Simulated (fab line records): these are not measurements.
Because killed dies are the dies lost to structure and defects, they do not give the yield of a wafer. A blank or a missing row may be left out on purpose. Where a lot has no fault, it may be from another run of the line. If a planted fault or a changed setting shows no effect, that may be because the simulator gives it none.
A struck lot beside a sound one ; flow nandHarc ; 16 out of 1159 route steps
Sound: these wafers, L973.1, L973.3, L973.6. Wafers struck: L967.2, L967.4, L967.5. The cause is named last.
For every step that has rows: the tool of each side, followed by ch and its chambers, followed by its first start. Under that, the readings that differ: sound wafers ; struck wafers ; difference of the means ; sigmas: that difference in standard deviations of wafers without a fault.
alike: same words and numbers on both sides, and readings whose means sit less than 2 such deviations apart. not compared: any withheld reading, any reading some wafer has no value for, any bound like >300 that may hide the same value, and any number with overlapping values for which the record gives no deviation.
Wherever a step has rows on one side only, a row that says differs or no value, or a row with sigmas, the two part there. Numbers that don't overlap but have no deviation are shown without sigmas and don't part them. A reading missing from all wafers of one side parts the sides only when that side holds two or more wafers.

NHARC_P_M2_PRE_CLEAN_30: time 30 s.
  sound on pvdSputter-02; struck on pvdSputter-03
  alike: heaterPowerW, susceptorTempC
NHARC_P_M2_PVD_20: deposits TaN, target thk 5 nm, time 8.06 s.
  sound on pvdSputter-02; struck on pvdSputter-03
  alike: throttleValvePct
NHARC_P_M2_PVD_21: deposits Cu, target thk 30 nm, time 20.49 s.
  sound on pvdSputter-02; struck on pvdSputter-03
  alike: throttleValvePct
then, 1 step without rows for these wafers: NHARC_P_M2_ECD_22 (material Cu, target thk 400 nm).
NHARC_P_M2_ANNEAL_31: time 90 s.
  sound on rtpAnneal-02 ch 0, day 11 17:24; struck on rtpAnneal-01 ch 0, day 10 11:13
  alike: wafer_temp_C_max
then, 1 step without rows for these wafers: NHARC_P_M2_CMP_23 (polishes, t overpolish 20 s, target thk 144.3 nm).
NHARC_P_M2_THK_MEAS_24: measures by xrf.
  sound on filmMetro-02, day 11 18:04; struck on filmMetro-02, day 10 11:59
  alike: thkNm
next, for these wafers, 1 step has no rows: NHARC_P_M2_SRD_25.
NHARC_P_M2_INSPECT_27:
  sound on defectInspect-01, day 11 18:13; struck on defectInspect-01, day 10 12:08
  alike: rawDefectCount
then, 1 step without rows for these wafers: NHARC_P_M2_PRE_CLEAN_32 (time 12 s).
NHARC_P_M2_DEP_33: deposits SiCN, target thk 30 nm.
  sound on pecvd-04 ch 0,2, day 11 18:25; struck on pecvd-04 ch 1,2, day 10 12:22
  alike: heaterPowerW, susceptorTempC
NHARC_P_BONDPAD_DEP_00: deposits SiCN, target thk 250 nm.
  sound on pecvd-04 ch 0,2, day 11 19:13; struck on pecvd-03 ch 0,1,2, day 10 13:44
  alike: heaterPowerW, susceptorTempC
then, 1 step without rows for these wafers: NHARC_P_BONDPAD_CMP_32 (polishes SiCN, target thk 200 nm).
NHARC_P_BONDPAD_THK_MEAS_33: measures by ellipsometry.
  sound on filmMetro-01, day 11 20:01; struck on filmMetro-01, day 10 14:31
reading;sound;struck;difference;sigmas
thkNm (nm);200.2 198.4 198.9;185.7 199.1 183.7;-9.7;-6
next, for these wafers, 1 step has no rows: NHARC_P_BONDPAD_SRD_34.
-- jump in the record: it breaks off in module P_BONDPAD and resumes in module END (first step shown: number 1159 of the route), and 13 days separate the struck wafers' starts before and after --
NHARC_END_SORT_01:
  the record has rows for the struck wafers here (prober-01 ch 0, day 23 05:09) and none for the sound ones

== WHERE THEY PART ==
At NHARC_P_BONDPAD_THK_MEAS_33 first; at NHARC_END_SORT_01 last (within this record only).

WHY: whatever the simulator had introduced
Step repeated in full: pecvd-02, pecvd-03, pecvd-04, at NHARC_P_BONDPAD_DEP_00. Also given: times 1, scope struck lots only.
